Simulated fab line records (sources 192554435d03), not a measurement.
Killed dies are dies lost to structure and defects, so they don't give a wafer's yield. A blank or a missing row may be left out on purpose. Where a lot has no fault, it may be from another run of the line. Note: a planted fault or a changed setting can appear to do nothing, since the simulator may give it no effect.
Chamber matching :: flow n5Finfet :: N5_BEOL_M13_ETCH_38 on rieDiel-02: 4 sister chambers
The step etches SiCN in CF4/N2, target depth 67.5 nm, time 71.9 s. 8 wafers are shown with their chamber, then 10 later ones without.

## EACH WAFER AND ITS CHAMBER
wafer: L082.6
chamber: 0
drypumpMotorCurrentA (A): 5.0
throttleValvePct (%): 14.82

wafer: L088.3
chamber: 2
drypumpMotorCurrentA (A): 5.6
throttleValvePct (%): 15.37

wafer: L088.6
chamber: 3
drypumpMotorCurrentA (A): 6.0
throttleValvePct (%): 15.67

wafer: L086.2
chamber: 2
drypumpMotorCurrentA (A): 5.5
throttleValvePct (%): 15.39

wafer: L086.3
chamber: 1
drypumpMotorCurrentA (A): 6.4
throttleValvePct (%): 15.69

wafer: L086.5
chamber: 3
drypumpMotorCurrentA (A): 6.0
throttleValvePct (%): 15.67

wafer: L089.2
chamber: 0
drypumpMotorCurrentA (A): 5.0
throttleValvePct (%): 14.85

wafer: L089.3
chamber: 1
drypumpMotorCurrentA (A): 6.4
throttleValvePct (%): 15.71

## WAFERS WITH NO CHAMBER GIVEN
wafer: L089.5
drypumpMotorCurrentA (A): 5.0
throttleValvePct (%): 14.85

wafer: L092.3
drypumpMotorCurrentA (A): 6.4
throttleValvePct (%): 15.71

wafer: L092.4
drypumpMotorCurrentA (A): 5.6
throttleValvePct (%): 15.38

wafer: L092.5
drypumpMotorCurrentA (A): 5.0
throttleValvePct (%): 14.85

wafer: L090.4
drypumpMotorCurrentA (A): 5.0
throttleValvePct (%): 14.84

wafer: L090.5
drypumpMotorCurrentA (A): 6.4
throttleValvePct (%): 15.72

wafer: L090.6
drypumpMotorCurrentA (A): 5.6
throttleValvePct (%): 15.40

wafer: L093.1
drypumpMotorCurrentA (A): 6.4
throttleValvePct (%): 15.72

wafer: L093.2
drypumpMotorCurrentA (A): 5.0
throttleValvePct (%): 14.88

wafer: L093.6
drypumpMotorCurrentA (A): 6.4
throttleValvePct (%): 15.73

## EACH ONE'S CHAMBER
wafer: L089.5
from the rows above: 0
in truth: 0

wafer: L092.3
from the rows above: 1
in truth: 1

wafer: L092.4
from the rows above: 2
in truth: 2

wafer: L092.5
from the rows above: 0
in truth: 0

wafer: L090.4
from the rows above: 0
in truth: 0

wafer: L090.5
from the rows above: 1
in truth: 1

wafer: L090.6
from the rows above: 2
in truth: 2

wafer: L093.1
from the rows above: 1
in truth: 1

wafer: L093.2
from the rows above: 0
in truth: 0

wafer: L093.6
from the rows above: 1
in truth: 1
Placed correctly: 10 of 10. Not placeable from these rows: 0. Placed wrongly: 0.
How it was worked out, from the rows above alone: a wafer's distance from a chamber is the root of the sum, over the readings, of the square of ((its reading less the chamber's mean) divided by the reading's scatter). The wafer belongs to the nearest chamber; if the next one is less than 2 further off, it can't be placed. The mean given for a chamber averages the wafers shown for that chamber. The scatter: the root of (the sum of the squares of (reading less its chamber's mean) over the shown wafers, divided by (wafers less chambers)).
